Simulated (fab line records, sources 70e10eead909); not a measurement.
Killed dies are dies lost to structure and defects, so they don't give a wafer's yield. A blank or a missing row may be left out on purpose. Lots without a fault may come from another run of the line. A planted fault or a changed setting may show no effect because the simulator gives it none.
Which tool did it? | flow nand_harc | 21 lots, 63 wafers sampled, at 6 steps of a route of 1302

WHAT THE GAUGES READ, wafer by wafer
The record holds no reading of a measuring or inspecting step that can be judged against a usual standard deviation.

WHICH TOOL RAN EACH LOT (tool, then ch and the chambers of the sampled wafers, then the start)
lot  | NHARC_A_STAIRCASE_TRIM_224                    | NHARC_A_STAIRCASE_TRIM_229         | NHARC_A_STAIRCASE_ETCH_230                    | NHARC_A_STAIRCASE_TRIM_233                    | NHARC_A_STAIRCASE_DESCUM_270       | NHARC_A_STAIRCASE_ETCH_294
L074 | rie_diel-03 ch 0,1,2, day 16 03:10 or earlier | rie_diel-03 ch 1,2,3, day 16 03:10 | rie_diel-03 ch 0,2,3, day 16 11:49 or earlier | rie_diel-03 ch 0,1,3, day 16 11:49 or earlier | rie_diel-03 ch 1,3, day 16 11:49   | rie_diel-13 ch 0,1,2, no start
L075 | rie_diel-02 ch 0,2,3, day 16 03:33 or earlier | rie_diel-03 ch 1,2,3, day 16 03:33 | rie_diel-03 ch 0,1,3, day 16 12:03 or earlier | rie_diel-03 ch 0,1,3, day 16 12:03 or earlier | rie_diel-03 ch 0,1,3, day 16 12:03 | rie_diel-03 ch 1,2, no start
L076 | rie_diel-03 ch 0,1,2, day 17 03:55 or earlier | rie_diel-03 ch 1,2,3, day 17 03:55 | rie_diel-03 ch 1,2,3, day 17 11:09 or earlier | rie_diel-03 ch 0,1,3, day 17 11:09 or earlier | rie_diel-03 ch 0,1,2, day 17 11:09 | rie_diel-13 ch 1,2,3, no start
L077 | rie_diel-03 ch 0,2,3, day 17 17:34 or earlier | rie_diel-03 ch 0,1,3, day 17 17:34 | rie_diel-03 ch 1,2,3, day 18 02:20 or earlier | rie_diel-03 ch 1,2, day 18 02:20 or earlier   | rie_diel-13 ch 1,2,3, day 18 02:20 | rie_diel-03 ch 1,2, no start
L078 | rie_diel-03 ch 0,1,2, day 17 18:05 or earlier | rie_diel-13 ch 0,1,2, day 17 18:05 | rie_diel-13 ch 0,1,2, day 18 02:34 or earlier | rie_diel-13 ch 0,1,3, day 18 02:34 or earlier | rie_diel-02 ch 0,1,2, day 18 02:34 | rie_diel-03 ch 0,1,3, no start
L080 | rie_diel-02 ch 0,1,2, day 18 10:37 or earlier | rie_diel-02 ch 1,2, day 18 10:37   | rie_diel-02 ch 1,2, day 18 17:24 or earlier   | rie_diel-02 ch 0,1,2, day 18 17:24 or earlier | rie_diel-13 ch 0,2, day 18 17:24   | rie_diel-13 ch 1,2, no start
L079 | rie_diel-02 ch 0,1, day 18 12:19 or earlier   | rie_diel-02 ch 1,2, day 18 12:19   | rie_diel-02 ch 0,1, day 18 18:53 or earlier   | rie_diel-02 ch 0,1, day 18 18:53 or earlier   | rie_diel-03 ch 0,1,3, day 18 18:53 | rie_diel-13 ch 1,2,3, no start
L081 | rie_diel-13 ch 2,3, day 19 02:59 or earlier   | rie_diel-13 ch 0,2,3, day 19 02:59 | rie_diel-13 ch 1,2, day 19 13:02 or earlier   | rie_diel-13 ch 2,3, day 19 13:02 or earlier   | rie_diel-03 ch 0,2,3, day 19 13:02 | rie_diel-03 ch 1,2,3, no start
L082 | rie_diel-02 ch 0,2,3, day 19 09:47 or earlier | rie_diel-13 ch 0,3, day 19 09:47   | rie_diel-13 ch 1,3, day 19 17:19 or earlier   | rie_diel-13 ch 0,2, day 19 17:19 or earlier   | rie_diel-13 ch 0,2, day 19 17:19   | rie_diel-13 ch 0,1,3, no start
L083 | rie_diel-02 ch 1,2,3, day 19 13:11 or earlier | rie_diel-02 ch 0,2,3, day 19 13:11 | rie_diel-02 ch 0,3, day 19 20:18 or earlier   | rie_diel-02 ch 0,3, day 19 20:18 or earlier   | rie_diel-13 ch 0,1, day 19 20:18   | rie_diel-02 ch 0,1,3, no start
L085 | rie_diel-13 ch 0,2,3, day 20 08:40 or earlier | rie_diel-13 ch 0,1,3, day 20 08:40 | rie_diel-13 ch 0,1, day 20 15:26 or earlier   | rie_diel-13 ch 2,3, day 20 15:26 or earlier   | rie_diel-03 ch 0,1, day 20 15:26   | rie_diel-03 ch 0,1, no start
L087 | rie_diel-13 ch 0,1,2, day 21 02:58 or earlier | rie_diel-13 ch 0,1,2, day 21 02:58 | rie_diel-13 ch 0,1,2, day 21 12:20 or earlier | rie_diel-13 ch 0,2,3, day 21 12:20 or earlier | rie_diel-02 ch 0,2,3, day 21 12:20 | rie_diel-03 ch 0,1, no start
L088 | rie_diel-02 ch 1,2, day 21 20:45 or earlier   | rie_diel-02 ch 1,2, day 21 20:45   | rie_diel-02 ch 0,1,2, day 22 07:28 or earlier | rie_diel-02 ch 0,2, day 22 07:28 or earlier   | rie_diel-02 ch 2,3, day 22 07:28   | rie_diel-13 ch 0,1,3, no start
L089 | rie_diel-13 ch 0,1,3, day 22 05:12 or earlier | rie_diel-03 ch 2,3, day 22 05:12   | rie_diel-03 ch 0,1, day 22 11:28 or earlier   | rie_diel-03 ch 0,1,2, day 22 11:28 or earlier | rie_diel-02 ch 0,1, day 22 11:28   | rie_diel-02 ch 1,2,3, no start
L090 | rie_diel-13 ch 0,1,2, day 23 10:37 or earlier | rie_diel-13 ch 1,2,3, day 23 10:37 | rie_diel-13 ch 1,2,3, day 23 18:16 or earlier | rie_diel-13 ch 0,2,3, day 23 18:16 or earlier | rie_diel-03 ch 0,1,2, day 23 18:16 | rie_diel-13 ch 0,1,3, no start
L091 | rie_diel-02 ch 2,3, day 23 11:01 or earlier   | rie_diel-02 ch 1,2, day 23 11:01   | rie_diel-02 ch 1,2,3, day 23 18:58 or earlier | rie_diel-02 ch 2,3, day 23 18:58 or earlier   | rie_diel-13 ch 0,1, day 23 18:58   | rie_diel-02 ch 1,2,3, no start
L093 | rie_diel-02 ch 0,1,3, day 23 16:23 or earlier | rie_diel-03 ch 0,1,3, day 23 16:23 | rie_diel-03 ch 0,2,3, day 23 22:37 or earlier | rie_diel-03 ch 0,1,3, day 23 22:37 or earlier | rie_diel-02 ch 2,3, day 23 22:37   | rie_diel-13 ch 1,2, no start
L092 | rie_diel-13 ch 0,2,3, day 23 17:24 or earlier | rie_diel-02 ch 1,2,3, day 23 17:24 | rie_diel-02 ch 0,2, day 24 03:00 or earlier   | rie_diel-02 ch 0,1,2, day 24 03:00 or earlier | rie_diel-13 ch 0,1, day 24 03:00   | rie_diel-03 ch 1,2,3, no start
L095 | rie_diel-03 ch 1,2,3, day 24 13:27 or earlier | rie_diel-02 ch 1,2, day 24 13:27   | rie_diel-02 ch 0,3, day 24 23:33 or earlier   | rie_diel-02 ch 0,1,2, day 24 23:33 or earlier | rie_diel-13 ch 0,1, day 24 23:33   | rie_diel-03 ch 0,1,3, no start
L094 | rie_diel-02 ch 0,1,3, day 24 13:53 or earlier | rie_diel-02 ch 0,2,3, day 24 13:53 | rie_diel-02 ch 0,1,2, day 25 00:31 or earlier | rie_diel-02 ch 1,2,3, day 25 00:31 or earlier | rie_diel-03 ch 0,1,2, day 25 00:31 | rie_diel-02 ch 1,2,3, no start
L096 | rie_diel-02 ch 1,2, day 25 05:45 or earlier   | rie_diel-02 ch 1,2,3, day 25 05:45 | rie_diel-02 ch 2,3, day 25 14:13 or earlier   | rie_diel-02 ch 2,3, day 25 14:13 or earlier   | rie_diel-13 ch 0,2,3, day 25 14:13 | rie_diel-13 ch 2,3, no start
- NHARC_A_STAIRCASE_TRIM_224: chemistry O2, time 211.2 s.
- NHARC_A_STAIRCASE_TRIM_229: chemistry O2, time 211.2 s.
- NHARC_A_STAIRCASE_ETCH_230: etches the open film in C4F8/O2, target depth 100 nm, time 40.5 s.
- NHARC_A_STAIRCASE_TRIM_233: chemistry O2, time 211.2 s.
- NHARC_A_STAIRCASE_DESCUM_270: chemistry O2, time 3 s.
- NHARC_A_STAIRCASE_ETCH_294: etches the open film in C4F8/O2/Ar, target depth 4989 nm, time 1211.6 s.

WHAT THE TOOLS THEMSELVES READ (means of the sampled wafers that have a number; where no wafer has one, the mark that the record gives instead)
NHARC_A_STAIRCASE_TRIM_224. Usual: drypump_motor_current_A 5.9 A, standard deviation 0.31; mfc_ar_sccm 0.006 sccm, standard deviation 0.012; oes_product_au 1.001 a.u., standard deviation 0.012; rf_vpp_V 57.7 V, standard deviation 0.9; showerhead_plenum_p_Torr 3.50 Torr, standard deviation 0.16; throttle_valve_pct 17.037 %, standard deviation 0.0091.
lot  | tool        | drypump_motor_current_A (A) | mfc_ar_sccm (sccm) | oes_product_au (a.u.) | rf_vpp_V (V) | showerhead_plenum_p_Torr (Torr) | throttle_valve_pct (%) | flag
L074 | rie_diel-03 | 6.0                         | 0.005              | 0.993                 | 58.7         | 3.51                            | 17.037                 |
L075 | rie_diel-02 | 5.6                         | 0.000              | 1.005                 | 57.4         | 3.38                            | 17.033                 |
L076 | rie_diel-03 | 6.0                         | 0.005              | 0.994                 | 58.3         | 3.51                            | 17.035                 |
L077 | rie_diel-03 | 6.0                         | 0.018              | 1.002                 | 57.5         | 3.47                            | 17.039                 |
L078 | rie_diel-03 | 6.0                         | 0.005              | 0.994                 | 57.4         | 3.51                            | 17.031                 |
L080 | rie_diel-02 | 5.8                         | 0.000              | 0.988                 | 56.9         | 3.49                            | 17.033                 |
L079 | rie_diel-02 | 5.9                         | 0.000              | 0.998                 | 58.1         | 3.63                            | 17.029                 |
L081 | rie_diel-13 | 6.4                         | 0.018              | 1.010                 | 57.3         | 3.44                            | 17.038                 |
L082 | rie_diel-02 | 5.6                         | 0.000              | 0.996                 | 56.9         | 3.37                            | 17.045                 |
L083 | rie_diel-02 | 5.8                         | 0.000              | 0.996                 | 57.9         | 3.49                            | 17.043                 |
L085 | rie_diel-13 | 6.1                         | 0.009              | 1.010                 | 57.9         | 3.45                            | 17.034                 |
L087 | rie_diel-13 | 5.7                         | 0.009              | 1.004                 | 57.6         | 3.44                            | 17.043                 |
L088 | rie_diel-02 | 5.8                         | 0.001              | 0.990                 | 58.2         | 3.46                            | 17.039                 |
L089 | rie_diel-13 | 5.8                         | 0.000              | 1.007                 | 57.2         | 3.50                            | 17.039                 |
L090 | rie_diel-13 | 5.8                         | 0.009              | 1.007                 | 57.1         | 3.43                            | 17.039                 |
L091 | rie_diel-02 | 5.6                         | 0.001              | 0.997                 | 57.0         | 3.34                            | 17.042                 |
L093 | rie_diel-02 | 5.8                         | 0.000              | 0.997                 | 57.6         | 3.49                            | 17.032                 |
L092 | rie_diel-13 | 6.1                         | 0.009              | 1.011                 | 57.3         | 3.44                            | 17.038                 |
L095 | rie_diel-03 | 6.0                         | 0.013              | 1.013                 | 58.5         | 3.70                            | 17.032                 |
L094 | rie_diel-02 | 5.8                         | 0.000              | 1.016                 | 57.5         | 3.49                            | 17.035                 |
L096 | rie_diel-02 | 5.8                         | 0.001              | 0.987                 | 57.7         | 3.44                            | 17.042                 |

NHARC_A_STAIRCASE_TRIM_229. Usual: drypump_motor_current_A 5.9 A, standard deviation 0.3; mfc_ar_sccm 0.006 sccm, standard deviation 0.012; oes_product_au 1.000 a.u., standard deviation 0.011; rf_vpp_V 57.8 V, standard deviation 0.89; showerhead_plenum_p_Torr 3.49 Torr, standard deviation 0.16; throttle_valve_pct 17.036 %, standard deviation 0.0085.
lot  | tool        | drypump_motor_current_A (A) | mfc_ar_sccm (sccm) | oes_product_au (a.u.) | rf_vpp_V (V) | showerhead_plenum_p_Torr (Torr) | throttle_valve_pct (%) | flag
L074 | rie_diel-03 | 5.9                         | 0.013              | 1.003                 | 57.3         | 3.55                            | 17.030                 |
L075 | rie_diel-03 | 6.0                         | 0.013              | 1.002                 | 57.7         | 3.55                            | 17.035                 |
L076 | rie_diel-03 | 5.9                         | 0.013              | 1.002                 | 58.0         | 3.55                            | 17.032                 |
L077 | rie_diel-03 | 5.9                         | 0.018              | 1.001                 | 58.3         | 3.62                            | 17.031                 |
L078 | rie_diel-13 | 5.7                         | 0.009              | 1.003                 | 58.3         | 3.45                            | 17.040                 |
L080 | rie_diel-02 | 5.9                         | 0.000              | 0.988                 | 58.2         | 3.61                            | 17.036                 |
L079 | rie_diel-02 | 5.9                         | 0.000              | 0.991                 | 58.5         | 3.61                            | 17.039                 |
L081 | rie_diel-13 | 6.1                         | 0.009              | 1.011                 | 57.9         | 3.46                            | 17.036                 |
L082 | rie_diel-13 | 5.8                         | 0.000              | 1.004                 | 57.7         | 3.48                            | 17.029                 |
L083 | rie_diel-02 | 5.6                         | 0.000              | 0.995                 | 57.2         | 3.37                            | 17.041                 |
L085 | rie_diel-13 | 5.9                         | 0.000              | 1.004                 | 57.8         | 3.50                            | 17.041                 |
L087 | rie_diel-13 | 5.7                         | 0.009              | 1.001                 | 57.4         | 3.44                            | 17.042                 |
L088 | rie_diel-02 | 5.9                         | 0.000              | 0.998                 | 58.3         | 3.59                            | 17.034                 |
L089 | rie_diel-03 | 5.9                         | 0.026              | 1.007                 | 57.7         | 3.49                            | 17.034                 |
L090 | rie_diel-13 | 6.1                         | 0.009              | 1.001                 | 57.6         | 3.47                            | 17.043                 |
L091 | rie_diel-02 | 5.9                         | 0.000              | 0.994                 | 58.0         | 3.58                            | 17.038                 |
L093 | rie_diel-03 | 5.9                         | 0.018              | 1.023                 | 58.6         | 3.59                            | 17.035                 |
L092 | rie_diel-02 | 5.8                         | 0.000              | 0.993                 | 56.8         | 3.47                            | 17.036                 |
L095 | rie_diel-02 | 5.8                         | 0.001              | 0.984                 | 58.8         | 3.45                            | 17.039                 |
L094 | rie_diel-02 | 5.6                         | 0.000              | 1.000                 | 58.0         | 3.35                            | 17.036                 |
L096 | rie_diel-02 | 5.8                         | 0.000              | 0.991                 | 58.3         | 3.47                            | 17.023                 |

NHARC_A_STAIRCASE_ETCH_230. Usual: oes_product_au 0.948 a.u., standard deviation 0.017; rf_vpp_V 894 V, standard deviation 5.4.
lot  | tool        | oes_product_au (a.u.) | rf_vpp_V (V) | flag
L074 | rie_diel-03 | 0.946                 | 893          |
L075 | rie_diel-03 | 0.956                 | 900          |
L076 | rie_diel-03 | 0.935                 | 897          |
L077 | rie_diel-03 | 0.935                 | 896          |
L078 | rie_diel-13 | 0.933                 | 893          |
L080 | rie_diel-02 | 0.920                 | 894          |
L079 | rie_diel-02 | 0.936                 | 898          |
L081 | rie_diel-13 | 0.950                 | 892          |
L082 | rie_diel-13 | 0.972                 | 896          |
L083 | rie_diel-02 | 0.948                 | 890          |
L085 | rie_diel-13 | 0.929                 | 893          |
L087 | rie_diel-13 | 0.950                 | 893          |
L088 | rie_diel-02 | 0.945                 | 894          |
L089 | rie_diel-03 | 0.973                 | 899          |
L090 | rie_diel-13 | 0.947                 | 895          |
L091 | rie_diel-02 | 0.946                 | 894          |
L093 | rie_diel-03 | 0.974                 | 899          |
L092 | rie_diel-02 | 0.943                 | 889          |
L095 | rie_diel-02 | 0.948                 | 890          |
L094 | rie_diel-02 | 0.938                 | 893          |
L096 | rie_diel-02 | 0.946                 | 891          |

NHARC_A_STAIRCASE_TRIM_233. Usual: drypump_motor_current_A 5.9 A, standard deviation 0.3; mfc_ar_sccm 0.007 sccm, standard deviation 0.012; oes_product_au 1.000 a.u., standard deviation 0.011; rf_vpp_V 57.6 V, standard deviation 0.92; showerhead_plenum_p_Torr 3.48 Torr, standard deviation 0.15; throttle_valve_pct 17.036 %, standard deviation 0.0092.
lot  | tool        | drypump_motor_current_A (A) | mfc_ar_sccm (sccm) | oes_product_au (a.u.) | rf_vpp_V (V) | showerhead_plenum_p_Torr (Torr) | throttle_valve_pct (%) | flag
L074 | rie_diel-03 | 5.9                         | 0.018              | 1.005                 | 58.3         | 3.63                            | 17.041                 |
L075 | rie_diel-03 | 5.9                         | 0.018              | 1.006                 | 57.9         | 3.63                            | 17.037                 |
L076 | rie_diel-03 | 5.9                         | 0.018              | 0.999                 | 58.0         | 3.62                            | 17.036                 |
L077 | rie_diel-03 | 6.1                         | 0.001              | 0.989                 | 57.7         | 3.44                            | 17.035                 |
L078 | rie_diel-13 | 5.9                         | 0.000              | 1.000                 | 58.1         | 3.52                            | 17.024                 |
L080 | rie_diel-02 | 5.8                         | 0.000              | 0.985                 | 57.9         | 3.49                            | 17.038                 |
L079 | rie_diel-02 | 5.9                         | 0.000              | 0.997                 | 57.8         | 3.63                            | 17.044                 |
L081 | rie_diel-13 | 6.4                         | 0.009              | 1.004                 | 57.1         | 3.50                            | 17.032                 |
L082 | rie_diel-13 | 5.7                         | 0.009              | 1.002                 | 57.5         | 3.42                            | 17.042                 |
L083 | rie_diel-02 | 5.6                         | 0.000              | 0.996                 | 57.9         | 3.38                            | 17.039                 |
L085 | rie_diel-13 | 6.3                         | 0.018              | 1.020                 | 57.4         | 3.43                            | 17.041                 |
L087 | rie_diel-13 | 6.1                         | 0.009              | 0.999                 | 57.0         | 3.45                            | 17.036                 |
L088 | rie_diel-02 | 5.6                         | 0.001              | 0.998                 | 58.2         | 3.33                            | 17.036                 |
L089 | rie_diel-03 | 6.0                         | 0.005              | 0.987                 | 57.8         | 3.49                            | 17.044                 |
L090 | rie_diel-13 | 6.1                         | 0.009              | 0.995                 | 57.7         | 3.44                            | 17.024                 |
L091 | rie_diel-02 | 5.6                         | 0.001              | 0.999                 | 57.1         | 3.34                            | 17.037                 |
L093 | rie_diel-03 | 5.9                         | 0.018              | 1.010                 | 57.5         | 3.59                            | 17.042                 |
L092 | rie_diel-02 | 5.8                         | 0.000              | 0.998                 | 58.4         | 3.46                            | 17.036                 |
L095 | rie_diel-02 | 5.8                         | 0.000              | 0.998                 | 58.4         | 3.46                            | 17.037                 |
L094 | rie_diel-02 | 5.8                         | 0.000              | 1.005                 | 58.0         | 3.47                            | 17.029                 |
L096 | rie_diel-02 | 5.6                         | 0.001              | 1.005                 | 57.5         | 3.34                            | 17.040                 |

NHARC_A_STAIRCASE_DESCUM_270. Usual: drypump_motor_current_A 5.9 A, standard deviation 0.34; mfc_ar_sccm 0.009 sccm, standard deviation 0.014; oes_product_au 1.003 a.u., standard deviation 0.01; rf_vpp_V 57.8 V, standard deviation 0.83; showerhead_plenum_p_Torr 1.90 Torr, standard deviation 0.082; throttle_valve_pct 11.311 %, standard deviation 0.0092.
lot  | tool        | drypump_motor_current_A (A) | mfc_ar_sccm (sccm) | oes_product_au (a.u.) | rf_vpp_V (V) | showerhead_plenum_p_Torr (Torr) | throttle_valve_pct (%) | flag
L074 | rie_diel-03 | 5.9                         | 0.013              | 0.998                 | 58.1         | 2.01                            | 11.321                 |
L075 | rie_diel-03 | 5.9                         | 0.018              | 0.997                 | 58.5         | 1.97                            | 11.312                 |
L076 | rie_diel-03 | 6.0                         | 0.005              | 0.998                 | 57.4         | 1.90                            | 11.317                 |
L077 | rie_diel-13 | 6.1                         | 0.009              | 1.008                 | 58.1         | 1.89                            | 11.317                 |
L078 | rie_diel-02 | 5.8                         | 0.000              | 0.991                 | 57.2         | 1.89                            | 11.314                 |
L080 | rie_diel-13 | 5.9                         | 0.018              | 1.010                 | 57.1         | 1.84                            | 11.311                 |
L079 | rie_diel-03 | 5.9                         | 0.018              | 1.003                 | 57.9         | 1.96                            | 11.315                 |
L081 | rie_diel-03 | 6.0                         | 0.018              | 1.003                 | 58.6         | 1.87                            | 11.306                 |
L082 | rie_diel-13 | 5.7                         | 0.009              | 1.016                 | 57.0         | 1.85                            | 11.306                 |
L083 | rie_diel-13 | 5.5                         | 0.000              | 1.003                 | 57.1         | 1.89                            | 11.309                 |
L085 | rie_diel-03 | 6.0                         | 0.010              | 0.998                 | 57.9         | 1.93                            | 11.318                 |
L087 | rie_diel-02 | 5.6                         | 0.000              | 1.002                 | 57.8         | 1.82                            | 11.311                 |
L088 | rie_diel-02 | 5.7                         | 0.000              | 0.997                 | 57.5         | 1.82                            | 11.316                 |
L089 | rie_diel-02 | 5.8                         | 0.000              | 1.001                 | 57.4         | 1.89                            | 11.311                 |
L090 | rie_diel-03 | 6.0                         | 0.005              | 1.014                 | 58.1         | 1.99                            | 11.323                 |
L091 | rie_diel-13 | 5.5                         | 0.000              | 1.002                 | 57.3         | 1.88                            | 11.311                 |
L093 | rie_diel-02 | 5.6                         | 0.001              | 0.997                 | 57.1         | 1.80                            | 11.306                 |
L092 | rie_diel-13 | 5.4                         | 0.000              | 1.006                 | 57.8         | 1.87                            | 11.322                 |
L095 | rie_diel-13 | 5.5                         | 0.000              | 1.003                 | 57.6         | 1.87                            | 11.303                 |
L094 | rie_diel-03 | 6.0                         | 0.005              | 1.017                 | 58.3         | 1.99                            | 11.304                 |
L096 | rie_diel-13 | 6.0                         | 0.009              | 1.007                 | 57.8         | 1.86                            | 11.306                 |

NHARC_A_STAIRCASE_ETCH_294. Usual: oes_product_au 0.935 a.u., standard deviation 0.011; rf_vpp_V 1824 V, standard deviation 11.
lot  | tool        | oes_product_au (a.u.) | rf_vpp_V (V) | flag
L074 | rie_diel-13 | 0.935                 | 1822         |
L075 | rie_diel-03 | 0.919                 | 1830         |
L076 | rie_diel-13 | 0.932                 | 1824         |
L077 | rie_diel-03 | 0.925                 | 1820         |
L078 | rie_diel-03 | 0.937                 | 1834         |
L080 | rie_diel-13 | 0.935                 | 1823         |
L079 | rie_diel-13 | 0.937                 | 1823         |
L081 | rie_diel-03 | 0.933                 | 1827         |
L082 | rie_diel-13 | 0.936                 | 1826         |
L083 | rie_diel-02 | 0.938                 | 1825         |
L085 | rie_diel-03 | 0.934                 | 1829         |
L087 | rie_diel-03 | 0.934                 | 1834         |
L088 | rie_diel-13 | 0.927                 | 1824         |
L089 | rie_diel-02 | 0.922                 | 1823         |
L090 | rie_diel-13 | 0.941                 | 1825         |
L091 | rie_diel-02 | 0.939                 | 1823         |
L093 | rie_diel-13 | 0.934                 | 1818         |
L092 | rie_diel-03 | 0.948                 | 1838         |
L095 | rie_diel-03 | 0.946                 | 1831         |
L094 | rie_diel-02 | 0.939                 | 1822         |
L096 | rie_diel-13 | 0.940                 | 1818         |

THE ANSWER, worked out from the rows above alone
Rule: a lot is off if the mean of its wafers that have a number lies more than 3 standard deviations from the usual mean. A lot without any number at a reading at which 4 lots or more have one is off too. The other lots that the step has rows for count as sound. The gauges are gone through in route order, then the tools' own readings, and for those a lot's mean is taken as printed above. The first step at which some lot is off is used, and at that step the reading that is off furthest; a lot without a number counts as furthest.
No lot is off at any reading shown: from this, nothing can be told.

WHAT THE SIMULATOR HAD PUT IN
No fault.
